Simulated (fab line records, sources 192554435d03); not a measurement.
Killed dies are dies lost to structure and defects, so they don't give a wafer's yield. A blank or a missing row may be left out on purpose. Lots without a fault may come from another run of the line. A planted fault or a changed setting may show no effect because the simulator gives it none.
Chamber matching | flow n5_finfet | N5_BEOL_M5_PRE_CLEAN_77 on cvd_co-01: 3 sister chambers
The step time 15 s. 3 wafers are shown with their chamber, then 12 later ones without.

WAFERS WITH THEIR CHAMBER
wafer  | chamber | heater_power_w (W)
L089.1 | 2       | 85
L089.2 | 1       | 79
L089.3 | 0       | 82

WAFERS WITHOUT THEIR CHAMBER
wafer  | heater_power_w (W)
L091.1 | 79
L091.2 | 83
L091.6 | 85
L093.1 | 80
L093.5 | 84
L093.6 | 79
L094.3 | 85
L094.4 | 87
L094.6 | 84
L095.2 | 81
L095.3 | 86
L095.6 | 80

WHICH CHAMBER EACH WENT THROUGH
wafer  | from the rows above     | in truth
L091.1 | 1                       | 1
L091.2 | can't be placed: 0 or 2 | 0
L091.6 | 2                       | 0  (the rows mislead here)
L093.1 | can't be placed: 1 or 0 | 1
L093.5 | can't be placed: 2 or 0 | 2
L093.6 | 1                       | 1
L094.3 | 2                       | 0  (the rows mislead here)
L094.4 | 2                       | 2
L094.6 | can't be placed: 2 or 0 | 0
L095.2 | can't be placed: 0 or 1 | 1
L095.3 | 2                       | 2
L095.6 | can't be placed: 1 or 0 | 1
Placed correctly: 4 of 12. Can't be placed from these rows: 6 (the true chamber is among the candidates in 6). Placed wrongly: 2.
How it was worked out, from the rows above alone: a wafer's distance from a chamber is the root of the sum, over the readings, of the square of ((its reading less the chamber's mean) divided by the reading's scatter). The wafer belongs to the nearest chamber; if the next one is less than 2 further off, it can't be placed. A chamber's mean is the mean of its shown wafers. The scatter: with one shown wafer a chamber, the root of the mean of the squares of how far each hidden wafer lies from its nearest shown one.
